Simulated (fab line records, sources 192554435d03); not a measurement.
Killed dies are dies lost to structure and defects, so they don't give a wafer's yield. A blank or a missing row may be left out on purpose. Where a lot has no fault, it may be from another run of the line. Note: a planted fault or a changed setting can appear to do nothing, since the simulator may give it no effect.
fab line records	flow n5_finfet
record lots=13	wafers=29	last_day=19
route steps=1938 shown BEOL_M0@735 BEOL_M4@1111 PASSIVATION@1936
lots that met no fault: from a run of the same line without faults
start_h: hours from the record's opening day to when the first of the lot's shown wafers began	wait_h: hours from the lot's prior step to this one	" repeats the value in the row above	L1.1+2: several wafers, shown together as one row	- no value, or no start was given	* or withheld: withheld	< > ~ a bound
route shown NAME@n: NAME is a module with steps in the file, n the number in the route of the first one	usual: mean and standard deviation over wafers with no fault	same: alike in all rows	chamber/n: place in a boat	sites: the reading at each site	_std_site: their standard deviation	_edge_site: the outer-site mean with the inner-site mean subtracted	radius_mm: how far each site lies from the wafer's centre	mask NAME#n: copy n	behind: the most recent tool/chamber to have shaped the wafer	hold: why the lot went on hold/how many hours it stayed there/how the hold came to an end	device: which transistor (n, p or np) failed to switch	end of line: the route-end tests of the same wafers	a step given without rows: its recipe and nothing more	killed: count of dies lost to structure and defects at first sort (not the wafer's yield)	map: a wafer's dies, marking killed ones x, the rest . and places with no die _
set.NAME: the run value of the setting; set.NAME@STEP: its run value at that earlier step	model.NAME: the simulator's own value behind a step, which no gauge read
the route's steps for a sample of lots (tables are steps, rows are wafers)
services: when a tool's chamber went out of use (start_h, in hours from the record's first day, below 0 if earlier), for how many hours, and the reason
## steps
# step N5_BEOL_M0_ANNEAL_117
# recipe temp_c=400	time_s=60	ambient=vacuum
# usual heater_power_w=856/79
lot.wafer	tool	chamber	start_h	wait_h	heater_power_w
L409.3	pvd_sputter-03	-	122.37	0.0	780
L409.4	"	-	"	"	842
L410.1	pvd_sputter-03	-	144.86	0.0	863
L410.5	"	-	"	"	853
L410.6	"	-	"	"	886
L411.1	pvd_sputter-01	-	149.38	0.0	1077
L411.5	"	-	"	"	859
L412.3	pvd_sputter-03	-	151.68	0.0	762
L412.6	"	-	"	"	775
L413.1	pvd_sputter-03	-	158.92	0.0	747
L413.2	"	-	"	"	890
L415.1	pvd_sputter-03	-	160.84	0.0	763
L415.2	"	-	"	"	904
L415.4	"	-	"	"	865
L416.2	pvd_sputter-03	-	179.17	0.0	848
L416.5	"	-	"	"	776
L417.1	pvd_sputter-02	-	184.89	0.0	793
L417.2	"	-	"	"	776
L417.5	"	-	"	"	939
L419.5	pvd_sputter-02	-	191.14	0.0	930
L419.6	"	-	"	"	793
L422.1	pvd_sputter-03	-	204.04	0.0	847
L422.4	"	-	"	"	866
L420.2	pvd_sputter-03	-	204.48	0.0	864
L420.4	"	-	"	"	845
L426.3	pvd_sputter-01	-	230.17	0.0	832
L426.4	"	-	"	"	865
L431.3	pvd_sputter-02	-	254.31	0.0	946
L431.5	"	-	"	"	777
# step N5_BEOL_M0_CMP_120
# recipe stop_on=SiOC	t_overpolish_s=6.9	down_force_psi=1	platen_rpm=50	clearing_platen_down_force_psi=1.5	clearing_platen_rpm=50	post_cmp_clean=cu_alkaline	clearing_platen_pad_velocity_m_s=0.99484	pad_velocity_m_s=0.99484
# usual barrier_field_endpoint_s=3.64/0.15	edge_zone_pressure_frac=1.000/0.0048	motor_current_A=6.3/0.69	overpolish_run_s=6.900/0.0092	time_to_endpoint_s=63/3.5
lot.wafer	tool	chamber	start_h	wait_h	barrier_field_endpoint_s	edge_zone_pressure_frac	motor_current_A	overpolish_run_s	time_to_endpoint_s
L409.4	cmp-02	2	124.91	0.1	3.44	1.005	5.1	6.904	63
L409.3	"	3	"	"	3.69	0.990	6.4	6.887	66
L410.1	cmp-01	0	145.71	0.3	3.65	1.003	5.8	6.911	67
L410.6	"	2	"	"	3.57	0.994	6.4	6.890	60
L410.5	"	3	"	"	3.78	0.999	6.0	6.912	59
L411.1	cmp-01	2	150.26	0.3	3.51	1.007	6.9	6.895	61
L411.5	"	0	"	"	3.60	1.004	5.7	6.908	70
L412.3	cmp-01	3	152.66	0.4	3.52	1.009	6.5	6.908	59
L412.6	"	0	"	"	3.66	1.001	5.4	6.906	65
L413.1	cmp-02	3	159.73	0.3	3.59	1.008	6.2	6.891	68
L413.2	"	0	"	"	3.37	1.006	7.3	6.897	62
L415.2	cmp-02	1	161.76	0.2	3.80	0.996	5.6	6.897	63
L415.4	"	2	"	"	3.62	1.003	5.0	6.907	64
L415.1	"	3	"	"	3.70	1.004	6.0	6.895	68
L416.2	cmp-02	3	180.06	0.3	3.57	0.996	6.4	6.894	71
L416.5	"	0	"	"	3.61	0.992	7.5	6.913	66
L417.2	cmp-04	2	185.75	0.3	3.74	1.004	6.6	6.896	63
L417.1	"	3	"	"	3.47	1.000	5.5	6.904	60
L417.5	"	1	"	"	3.52	1.002	6.2	6.901	66
L419.6	cmp-01	1	192.04	0.2	3.72	0.997	7.2	6.898	66
L419.5	"	2	"	"	3.66	0.999	6.5	6.897	59
L422.1	cmp-04	0	205.20	0.3	3.41	0.994	5.8	6.908	62
L422.4	"	1	"	"	3.52	0.995	6.3	6.904	67
L420.2	cmp-01	2	205.53	0.4	3.32	0.999	6.7	6.900	59
L420.4	"	3	"	"	3.40	0.996	6.5	6.901	58
L426.3	cmp-02	0	231.01	0.2	7.38	1.008	6.9	6.894	81
L426.4	"	1	"	"	7.39	1.000	5.7	6.891	81
L431.3	cmp-02	2	255.14	0.2	7.30	1.004	5.1	6.890	79
L431.5	"	2	"	"	3.59	0.996	5.0	6.904	62
# step N5_BEOL_M0_PRE_CLEAN_131
# recipe gas=NH3/H2	time_s=15	temp_c=*	rf_power_w=300
# usual heater_power_w=96/28
lot.wafer	tool	chamber	start_h	wait_h	heater_power_w
L409.3	cvd_co-02	0	125.26	0.1	108
L409.4	"	2	"	"	66
L410.1	cvd_co-01	2	145.96	0.0	68
L410.5	"	1	"	"	135
L410.6	"	2	"	"	66
L411.1	cvd_co-02	1	150.52	0.0	121
L411.5	"	2	"	"	66
L412.3	cvd_co-01	2	152.88	0.0	68
L412.6	"	0	"	"	72
L413.1	cvd_co-02	1	160.03	0.0	122
L413.2	"	0	"	"	113
L415.1	cvd_co-02	2	162.10	0.0	64
L415.2	"	0	"	"	112
L415.4	"	1	"	"	122
L416.2	cvd_co-01	0	180.31	0.1	71
L416.5	"	0	"	"	71
L417.1	cvd_co-01	2	186.01	0.0	67
L417.2	"	1	"	"	137
L417.5	"	1	"	"	136
L419.5	cvd_co-02	0	192.24	0.1	113
L419.6	"	1	"	"	120
L422.1	cvd_co-01	2	205.45	0.0	67
L422.4	"	1	"	"	140
L420.2	cvd_co-02	0	205.86	0.0	113
L420.4	"	2	"	"	66
L426.3	cvd_co-02	1	231.27	0.0	118
L426.4	"	1	"	"	122
L431.3	cvd_co-01	0	255.43	0.0	71
L431.5	"	0	"	"	71
# step N5_BEOL_M0_INSPECT_127
# recipe inspect_instrument=darkfield	mode=post_dep
# usual raw_defect_count=71/26
lot.wafer	tool	chamber	start_h	wait_h	raw_defect_count
L409.3	defect_inspect-02	-	125.57	0.0	78
L409.4	"	-	"	"	55
L410.1	defect_inspect-01	-	146.21	0.0	60
L410.5	"	-	"	"	76
L410.6	"	-	"	"	31
L411.1	defect_inspect-01	-	150.76	0.0	63
L411.5	"	-	"	"	79
L412.3	defect_inspect-02	-	153.16	0.0	67
L412.6	"	-	"	"	98
L413.1	defect_inspect-02	-	160.28	0.0	73
L413.2	"	-	"	"	87
L415.1	defect_inspect-01	-	162.35	0.0	95
L415.2	"	-	"	"	79
L415.4	"	-	"	"	190
L416.2	defect_inspect-01	-	180.56	0.0	38
L416.5	"	-	"	"	38
L417.1	defect_inspect-01	-	186.26	0.0	61
L417.2	"	-	"	"	90
L417.5	"	-	"	"	71
L419.5	defect_inspect-01	-	192.51	0.0	54
L419.6	"	-	"	"	62
L422.1	defect_inspect-01	-	205.70	0.0	70
L422.4	"	-	"	"	90
L420.2	defect_inspect-01	-	206.14	0.0	74
L420.4	"	-	"	"	98
L426.3	defect_inspect-02	-	231.52	0.0	3524
L426.4	"	-	"	"	3561
L431.3	defect_inspect-01	-	255.68	0.0	3469
L431.5	"	-	"	"	48
# step N5_BEOL_M4_RC_MEAS_101
# usual DIBL_N=36.4/2.2	DIBL_P=36.3/2.5	IOFF_N=0.17/0.052	IOFF_P=0.23/0.049	ION_N=674/17	ION_P=464/11	SS_N=71.7/0.98	SS_P=73.3/0.84	VT_N=250/4	VT_P=-249/3.8
lot.wafer	tool	chamber	start_h	wait_h	DIBL_N[mV/V]	DIBL_P[mV/V]	IOFF_N[nA/um]	IOFF_P[nA/um]	ION_N[uA/um]	ION_P[uA/um]	SS_N[mV/dec]	SS_P[mV/dec]	VT_N[mV]	VT_P[mV]
L409.3	prober-01	0	186.41	0.3	36.5	36.3	0.15	0.22	686	466	71.0	72.7	247	-249
L409.4	"	0	"	"	34.8	33.8	0.11	0.18	627	440	71.2	73.0	259	-257
L411.1	prober-02	0	228.12	0.0	37.2	36.4	0.19	0.25	657	448	73.0	74.4	248	-247
L411.5	"	0	"	"	38.7	39.8	0.22	0.33	654	455	72.3	75.3	247	-245
L412.3	prober-01	0	233.47	0.3	35.7	36.6	0.16	0.28	683	483	71.7	73.1	250	-239
L412.6	"	0	"	"	39.7	41.8	0.26	0.42	714	495	71.7	74.6	241	-238
L410.1	prober-02	0	239.10	0.0	37.6	38.8	0.21	0.33	691	477	71.3	73.8	246	-242
L410.5	"	0	"	"	36.1	35.6	0.16	0.25	686	481	71.6	73.1	251	-244
L410.6	"	0	"	"	33.2	33.2	0.12	0.21	656	464	70.8	72.4	256	-247
L417.1	prober-01	0	242.72	0.0	41.1	40.1	0.28	0.34	689	468	73.3	74.4	242	-240
L417.2	"	0	"	"	36.0	35.0	0.16	0.24	667	465	70.9	72.9	248	-247
L417.5	"	0	"	"	35.1	33.7	0.13	0.20	650	453	71.6	72.8	251	-249
L415.1	prober-02	0	247.49	0.0	35.6	35.1	0.13	0.18	666	454	71.5	73.4	254	-254
L415.2	"	0	"	"	37.0	36.9	0.18	0.21	692	466	71.9	73.4	247	-249
L415.4	"	0	"	"	36.9	38.0	0.17	0.23	677	465	70.9	74.2	249	-249
L413.1	prober-01	0	256.79	0.0	34.1	32.0	0.11	0.18	652	460	71.0	72.5	257	-249
L413.2	"	0	"	"	35.5	34.3	0.14	0.22	664	463	70.7	73.3	252	-246
L416.2	prober-01	0	259.32	0.2	34.4	35.8	0.15	0.20	683	464	72.2	73.1	248	-250
L416.5	"	0	"	"	34.4	36.2	0.14	0.22	651	454	71.8	73.4	253	-252
L419.5	prober-01	0	276.18	0.6	33.3	34.2	0.11	0.17	671	460	70.8	72.1	256	-255
L419.6	"	0	"	"	38.1	39.3	0.19	0.25	682	470	71.5	73.1	245	-251
L420.2	prober-02	0	276.30	0.2	38.0	39.1	0.22	0.31	705	486	72.5	74.4	246	-243
L420.4	"	0	"	"	34.6	33.3	0.14	0.21	672	465	71.2	72.7	252	-248
L422.1	prober-01	0	277.38	0.0	35.7	34.5	0.13	0.21	649	452	70.9	73.4	254	-249
L422.4	"	0	"	"	37.0	36.6	0.17	0.26	680	468	71.5	73.4	246	-246
L431.5	prober-01	0	350.08	1.4	37.6	38.8	0.17	0.25	668	469	72.1	73.9	250	-249
# step N5_PASSIVATION_PROBE_49
# usual defect_limited_yield=91.2/1.4	killed_at_M0_to_M3=34/9.3	killed_at_M4_up=14/5.9	killed_at_contacts=14/5.7	killed_at_front_end=38/10	killed_at_other=4/3.2	killed_dies=104/17	killed_on_rim=14/4	killed_open=67/13	killed_short=33/6.9	sort_bin_5_function=5.2/1	sort_bin_6_memory=3.3/0.61	sort_bin_8_speed=0.3/1.8	sort_n_pass=1069/52
# same gross_dies=1180	killed_at_back_side=0	sort_bin_4_leakage[%]=0
lot.wafer	tool	chamber	start_h	wait_h	defect_limited_yield[%]	killed_at_M0_to_M3	killed_at_M4_up	killed_at_contacts	killed_at_front_end	killed_at_other	killed_dies	killed_on_rim	killed_open	killed_short	sort_bin_5_function[%]	sort_bin_6_memory[%]	sort_bin_8_speed[%]	sort_n_pass
L409.3	prober-01	-	292.20	0.1	90.8	37	13	15	32	12	109	14	66	34	5.8	3.1	0	1071
L409.4	prober-01	-	292.25	0.2	90.5	33	10	26	39	4	112	23	68	40	6.3	2.5	18.6	848
L412.3	prober-01	-	332.25	0.1	92.5	27	14	15	31	2	89	12	55	32	4.4	2.9	0	1091
L412.6	prober-01	-	332.40	0.3	94.2	22	4	11	30	2	69	7	48	19	3.0	2.5	0	1107
L411.1	prober-01	-	335.93	0.0	91.1	22	25	13	40	5	105	14	66	34	5.7	2.7	0.1	1074
L411.5	prober-01	-	336.13	0.2	90.4	58	12	17	24	2	113	22	73	36	6.0	3.3	0	1067
L410.1	prober-02	-	349.74	0.8	90.4	36	12	11	44	10	113	10	63	42	6.3	3.0	0	1067
L410.5	prober-02	-	349.94	1.0	93.0	30	12	3	36	2	83	12	51	27	3.7	3.0	0	1097
L410.6	prober-02	-	349.99	1.0	92.5	33	8	12	34	1	88	8	58	26	3.8	3.3	0	1092
L417.1	prober-01	-	350.39	0.9	91.7	42	5	8	43	0	98	11	56	37	4.4	3.5	0.2	1081
L417.2	prober-01	-	350.44	1.0	89.6	38	23	14	45	3	123	15	85	34	6.9	3.5	0	1057
L417.5	prober-01	-	350.59	1.1	90.8	38	10	22	38	1	109	12	71	34	6.0	2.9	0	1071
L415.1	prober-01	-	354.91	0.0	92.5	25	22	12	30	0	89	14	58	29	4.0	3.3	0	1091
L415.2	prober-01	-	354.96	0.1	91.4	35	16	13	37	1	102	15	66	33	4.4	3.7	0	1078
L415.4	prober-01	-	355.06	0.2	93.1	20	19	23	18	1	81	10	52	28	4.1	2.5	0	1099
L413.1	prober-01	-	363.21	0.0	90.3	44	12	17	39	3	115	11	81	33	5.2	4.2	0	1065
L413.2	prober-01	-	363.26	0.1	90.0	31	11	26	50	0	118	15	73	39	5.7	3.9	0	1062
L416.2	prober-01	-	372.00	0.1	91.4	35	8	5	50	4	102	12	65	34	4.7	3.7	0	1078
L416.5	prober-01	-	372.15	0.2	90.9	36	11	7	51	2	107	13	62	40	4.7	4.0	0	1073
L420.2	prober-01	-	380.75	0.1	89.0	40	14	17	45	14	130	26	84	34	7.9	3.1	0	1050
L420.4	prober-01	-	380.85	0.2	91.3	43	8	16	33	3	103	11	61	34	5.1	3.5	0	1077
L419.5	prober-02	-	385.33	0.2	92.2	26	14	15	30	7	92	16	56	29	4.2	3.1	0	1088
L419.6	prober-02	-	385.38	0.3	91.7	36	13	17	29	3	98	12	65	28	4.6	3.6	0	1082
L422.1	prober-01	-	392.21	0.0	90.8	41	15	14	39	0	109	16	65	39	5.3	3.6	0.2	1069
L422.4	prober-01	-	392.36	0.2	88.6	43	11	16	57	8	135	20	80	43	7.0	4.0	0	1045
L426.3	prober-01	-	431.67	0.1	0	1111	19	22	25	3	1180	152	63	29	5.7	3.3	0	0
L426.4	prober-01	-	431.72	0.2	0	1125	16	7	25	7	1180	152	56	33	4.8	2.8	0	0
L431.3	prober-01	-	461.64	0.8	0	1100	12	29	36	3	1180	152	61	37	6.5	2.8	0	0
L431.5	prober-01	-	461.74	0.9	87.7	31	21	9	54	30	145	33	74	42	8.4	3.2	0	1035
# killed by level:class
L409.3 MOL_CONTACT_COAG:geometric_particle:open=11 BEOL_M0_SAQP:geometric_particle:open=9 FIN_SAQP:geometric_particle:short=8 BEOL_M0_SAQP:geometric_particle:short=8 FIN_SAQP:geometric_particle:open=6 BEOL_M1:geometric_particle:open=5 DUMMY_GATE:geometric_particle:open=4 BEOL_M0:geometric_particle:open=4
L409.4 MOL_CONTACT_COAG:geometric_particle:open=22 BEOL_M2:geometric_particle:open=11 GATE_CUT:geometric_particle:short=9 FIN_SAQP:geometric_particle:open=5 FIN_SAQP:geometric_particle:short=5 GATE_CUT:geometric_particle:open=5 BEOL_M0_SAQP:geometric_particle:short=5 MOL_CONTACT_COAG:geometric_particle:short=4
L412.3 MOL_CONTACT_COAG:geometric_particle:open=11 BEOL_M4:geometric_particle:open=7 FIN_SAQP:geometric_particle:short=6 DUMMY_GATE:geometric_particle:open=5 BEOL_M3:geometric_particle:open=5 BEOL_M0_SAQP:geometric_particle:open=5 GATE_CUT:geometric_particle:short=4 BEOL_M0_SAQP:geometric_particle:short=4
L412.6 MOL_CONTACT_COAG:geometric_particle:open=11 BEOL_M3:geometric_particle:open=8 GATE_CUT:geometric_particle:short=6 ILD0:geometric_particle:open=4 BEOL_M0_SAQP:geometric_particle:short=4 BEOL_M0_SAQP:geometric_particle:open=4 STARTING-WAFER:geometric_particle:open=4 STI_FIN_REVEAL:geometric_particle:open=3
L411.1 BEOL_M4:geometric_particle:open=12 STI_FIN_REVEAL:geometric_particle:open=11 MOL_CONTACT_COAG:geometric_particle:open=8 FIN_SAQP:geometric_particle:open=6 BEOL_M0_SAQP:geometric_particle:open=5 BEOL_M1:geometric_particle:open=5 BEOL_M3:geometric_particle:open=5 STI_FIN_REVEAL:geometric_particle:short=4
L411.5 BEOL_M3:geometric_particle:open=17 MOL_CONTACT_COAG:geometric_particle:open=15 BEOL_M0_SAQP:geometric_particle:open=10 BEOL_M0_SAQP:geometric_particle:short=7 BEOL_M1:geometric_particle:open=6 BEOL_M2:geometric_particle:short=6 DUMMY_GATE:geometric_particle:open=5 BEOL_M4:geometric_particle:open=5
L410.1 FIN_SAQP:geometric_particle:short=17 FIN_SAQP:geometric_particle:open=16 MOL_CONTACT_COAG:geometric_particle:open=9 BEOL_M2:geometric_particle:open=7 BEOL_M0_SAQP:geometric_particle:open=6 BEOL_M3:geometric_particle:open=6 PASSIVATION:area_etch=6 GATE_CUT:geometric_particle:short=4
L410.5 FIN_SAQP:geometric_particle:open=13 BEOL_M1:geometric_particle:open=7 FIN_SAQP:geometric_particle:short=6 BEOL_M0_SAQP:geometric_particle:short=6 BEOL_M3:geometric_particle:open=6 DUMMY_GATE:geometric_particle:open=3 BEOL_M0_SAQP:geometric_particle:open=3 BEOL_M1:geometric_particle:short=3
L410.6 FIN_SAQP:geometric_particle:open=16 MOL_CONTACT_COAG:geometric_particle:open=10 FIN_SAQP:geometric_particle:short=7 BEOL_M3:geometric_particle:open=7 BEOL_M1:geometric_particle:open=5 BEOL_M0_SAQP:geometric_particle:short=4 BEOL_M2:geometric_particle:open=4 BEOL_M1:geometric_particle:short=3
L417.1 BEOL_M0_SAQP:geometric_particle:short=14 BEOL_M0_SAQP:geometric_particle:open=11 BEOL_M2:geometric_particle:open=11 STI_FIN_REVEAL:geometric_particle:open=9 FIN_SAQP:geometric_particle:short=7 MOL_CONTACT_COAG:geometric_particle:open=6 STARTING-WAFER:geometric_particle:short=5 FIN_SAQP:geometric_particle:open=4
L417.2 BEOL_M0_SAQP:geometric_particle:open=15 BEOL_M4:geometric_particle:open=14 MOL_CONTACT_COAG:geometric_particle:open=12 STI_FIN_REVEAL:geometric_particle:open=10 BEOL_M0_SAQP:geometric_particle:short=8 BEOL_M2:geometric_particle:open=7 FIN_SAQP:geometric_particle:short=6 FIN_SAQP:geometric_particle:open=6
L417.5 MOL_CONTACT_COAG:geometric_particle:open=19 BEOL_M0_SAQP:geometric_particle:short=15 STI_FIN_REVEAL:geometric_particle:open=12 BEOL_M4:geometric_particle:open=10 BEOL_M0_SAQP:geometric_particle:open=8 FIN_SAQP:geometric_particle:short=6 STARTING-WAFER:geometric_particle:open=5 FIN_SAQP:geometric_particle:open=4
L415.1 MOL_CONTACT_COAG:geometric_particle:open=10 BEOL_M4:geometric_particle:open=9 FIN_SAQP:geometric_particle:open=8 BEOL_M0_SAQP:geometric_particle:open=7 DUMMY_GATE:geometric_particle:open=5 BEOL_M0_SAQP:geometric_particle:short=5 STARTING-WAFER:geometric_particle:short=5 FIN_CUT:geometric_particle:open=3
L415.2 MOL_CONTACT_COAG:geometric_particle:open=11 BEOL_M2:geometric_particle:open=10 BEOL_M1:geometric_particle:open=9 FIN_SAQP:geometric_particle:open=7 FIN_SAQP:geometric_particle:short=6 BEOL_M4:geometric_particle:open=5 STI_FIN_REVEAL:geometric_particle:open=4 BEOL_M0_SAQP:geometric_particle:short=4
L415.4 MOL_CONTACT_COAG:geometric_particle:open=22 BEOL_M0_SAQP:geometric_particle:short=10 BEOL_M4:geometric_particle:open=7 BEOL_M4:geometric_particle:short=4 FIN_SAQP:geometric_particle:open=3 DUMMY_GATE:geometric_particle:open=3 STARTING-WAFER:geometric_particle:open=3 BEOL_M8:geometric_particle:open=3
L413.1 MOL_CONTACT_COAG:geometric_particle:open=14 BEOL_M2:geometric_particle:open=11 BEOL_M3:geometric_particle:open=10 FIN_SAQP:geometric_particle:short=7 STI_FIN_REVEAL:geometric_particle:open=7 BEOL_M0_SAQP:geometric_particle:open=7 FIN_SAQP:geometric_particle:open=5 GATE_CUT:geometric_particle:short=5
L413.2 MOL_CONTACT_COAG:geometric_particle:open=23 FIN_SAQP:geometric_particle:open=15 FIN_SAQP:geometric_particle:short=13 BEOL_M2:geometric_particle:open=7 STI_FIN_REVEAL:geometric_particle:open=5 BEOL_M0_SAQP:geometric_particle:short=5 BEOL_M0_SAQP:geometric_particle:open=4 BEOL_M3:geometric_particle:short=4
L416.2 FIN_SAQP:geometric_particle:open=18 BEOL_M2:geometric_particle:open=11 FIN_SAQP:geometric_particle:short=7 DUMMY_GATE:geometric_particle:open=7 BEOL_M0_SAQP:geometric_particle:open=5 BEOL_M1:geometric_particle:open=5 BEOL_M0_SAQP:geometric_particle:short=4 GATE_CUT:geometric_particle:short=4
L416.5 BEOL_M0_SAQP:geometric_particle:open=12 FIN_SAQP:geometric_particle:short=10 FIN_SAQP:geometric_particle:open=9 DUMMY_GATE:geometric_particle:open=8 BEOL_M3:geometric_particle:open=6 STI_FIN_REVEAL:geometric_particle:open=5 GATE_CUT:geometric_particle:short=5 MOL_CONTACT_COAG:geometric_particle:open=5
L420.2 MOL_CONTACT_COAG:geometric_particle:open=14 FIN_SAQP:geometric_particle:open=12 BEOL_M1:geometric_particle:open=12 STI_FIN_REVEAL:geometric_particle:open=10 PASSIVATION:area_etch=9 BEOL_M3:geometric_particle:open=8 GATE_CUT:geometric_particle:short=6 BEOL_M0_SAQP:geometric_particle:short=6
L420.4 MOL_CONTACT_COAG:geometric_particle:open=12 FIN_SAQP:geometric_particle:short=9 BEOL_M0_SAQP:geometric_particle:short=8 BEOL_M0_SAQP:geometric_particle:open=7 BEOL_M1:geometric_particle:open=7 BEOL_M3:geometric_particle:open=7 FIN_SAQP:geometric_particle:open=6 BEOL_M2:geometric_particle:open=6
L419.5 MOL_CONTACT_COAG:geometric_particle:open=14 STARTING-WAFER:geometric_particle:open=7 BEOL_M0_SAQP:geometric_particle:open=5 BEOL_M0_SAQP:geometric_particle:short=5 BEOL_M2:geometric_particle:open=5 SDB:area_etch=5 DUMMY_GATE:geometric_particle:open=4 BEOL_M3:geometric_particle:open=4
L419.6 MOL_CONTACT_COAG:geometric_particle:open=12 BEOL_M3:geometric_particle:open=9 BEOL_M0_SAQP:geometric_particle:short=8 BEOL_M2:geometric_particle:open=8 FIN_SAQP:geometric_particle:open=7 GATE_CUT:geometric_particle:open=5 MOL_CONTACT_COAG:geometric_particle:short=5 BEOL_M1:geometric_particle:open=4
L422.1 BEOL_M0_SAQP:geometric_particle:short=10 BEOL_M1:geometric_particle:open=10 GATE_CUT:geometric_particle:short=9 MOL_CONTACT_COAG:geometric_particle:open=9 BEOL_M0_SAQP:geometric_particle:open=7 BEOL_M0:geometric_particle:open=7 STI_FIN_REVEAL:geometric_particle:open=6 FIN_SAQP:geometric_particle:open=5
L422.4 STI_FIN_REVEAL:geometric_particle:open=18 MOL_CONTACT_COAG:geometric_particle:open=14 BEOL_M0_SAQP:geometric_particle:open=13 BEOL_M0_SAQP:geometric_particle:short=8 BEOL_M1:geometric_particle:open=8 PASSIVATION:area_etch=8 GATE_CUT:geometric_particle:short=7 FIN_SAQP:geometric_particle:short=6
L426.3 BEOL_M0:area_cmp=1070 MOL_CONTACT_COAG:area_etch=18 BEOL_M1:geometric_particle:open=9 BEOL_M4:geometric_particle:open=9 BEOL_M2:geometric_particle:open=8 BEOL_M0_SAQP:geometric_particle:short=8 BEOL_M0_SAQP:geometric_particle:open=8 DUMMY_GATE:geometric_particle:open=5
L426.4 BEOL_M0:area_cmp=1088 BEOL_M1:geometric_particle:open=9 BEOL_M0_SAQP:geometric_particle:short=7 BEOL_M4:geometric_particle:open=7 MOL_CONTACT_COAG:geometric_particle:open=5 BEOL_M0_SAQP:geometric_particle:open=5 STARTING-WAFER:geometric_particle:open=5 FIN_SAQP:geometric_particle:open=4
L431.3 BEOL_M0:area_cmp=1068 MOL_CONTACT_COAG:area_etch=14 MOL_CONTACT_COAG:geometric_particle:open=13 FIN_SAQP:geometric_particle:short=9 FIN_SAQP:geometric_particle:open=8 BEOL_M3:geometric_particle:open=7 BEOL_M0_SAQP:geometric_particle:open=6 BEOL_M4:geometric_particle:open=6
L431.5 PASSIVATION:area_etch=25 FIN_SAQP:geometric_particle:short=15 FIN_SAQP:geometric_particle:open=14 BEOL_M4:geometric_particle:open=11 BEOL_M2:geometric_particle:open=10 MOL_CONTACT_COAG:geometric_particle:open=7 GATE_CUT:geometric_particle:short=6 BEOL_M3:geometric_particle:open=6
## services
tool	chamber	start_h	hours	kind
cmp-02	-	100.03	4.0	pm
cvd_co-02	-	100.08	1.9	repair
cmp-02	-	104.03	-	consumable_replace:conditioner
cmp-02	-	104.03	-	consumable_replace:pad
cmp-02	-	113.68	0.5	repair
cvd_co-02	1	114.75	-	clean
cvd_co-02	1	114.75	22.0	scheduled_down
cvd_co-02	1	114.75	22.0	vent_cycle
cmp-04	-	131.66	4.0	pm
cmp-04	-	135.66	-	consumable_replace:conditioner
cmp-02	-	151.06	3.3	repair
pvd_sputter-01	-	155.00	1.1	repair
pvd_sputter-01	-	161.50	48.4	repair
cvd_co-02	-	193.08	4.3	pm
cmp-02	-	198.67	9.0	repair
cmp-02	-	213.11	2.2	repair
cmp-04	-	214.01	0.5	repair
cmp-01	-	216.58	4.6	pm
cmp-04	-	222.93	2.0	repair
cmp-02	-	224.69	1.6	repair
cmp-01	-	235.07	4.0	pm
cmp-01	-	239.07	-	consumable_replace:conditioner
cmp-01	-	239.07	-	consumable_replace:pad
cmp-01	-	243.20	0.8	repair
## key
first_sign step=N5_BEOL_M0_CMP_120	reading=barrier_field_endpoint_s	direction=up	sigmas=25	usual=3.64	struck=7.36
effect step=N5_BEOL_M0_CMP_120	reading=time_to_endpoint_s	direction=up	sigmas=4.9	usual=*	struck=*
effect step=N5_BEOL_M0_INSPECT_127	reading=raw_defect_count	direction=up	sigmas=99+	usual=71	struck=3518
effect step=N5_PASSIVATION_PROBE_49	reading=killed_at_M0_to_M3	direction=up	sigmas=99+	usual=34	struck=1112
more_kills_born_at N5_BEOL_M0_CMP_120@cmp-02=3226
met_at N5_BEOL_M0_CMP_120
struck_lots L426,L431
struck_wafers L426.3,L426.4,L431.3
later_rows_left_out L426.3,L426.4,L431.3
baseline_loss step=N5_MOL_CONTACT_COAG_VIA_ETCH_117	wafers=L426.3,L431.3
baseline_loss step=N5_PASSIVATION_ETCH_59	wafers=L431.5
not_acting_at N5_BEOL_M0_ANNEAL_117,N5_BEOL_M0_PRE_CLEAN_131
onset_between 180.06 231.01
fault kind=process_parameter_drift	tool=cmp-02	chamber=-	onset_h=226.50	steps=N5_BEOL_M0_CMP_120	channel=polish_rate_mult	offset=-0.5	shape=step	end_h=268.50	scope=struck_wafers_only
# later_rows_left_out: the simulator's readings of these wafers behind a module that went badly wrong aren't trusted and aren't shown, but for the sort
# baseline_loss: these wafers lose ten dies or more at that step, a loss of the line's own and not of a fault; the sort's usual values leave them out
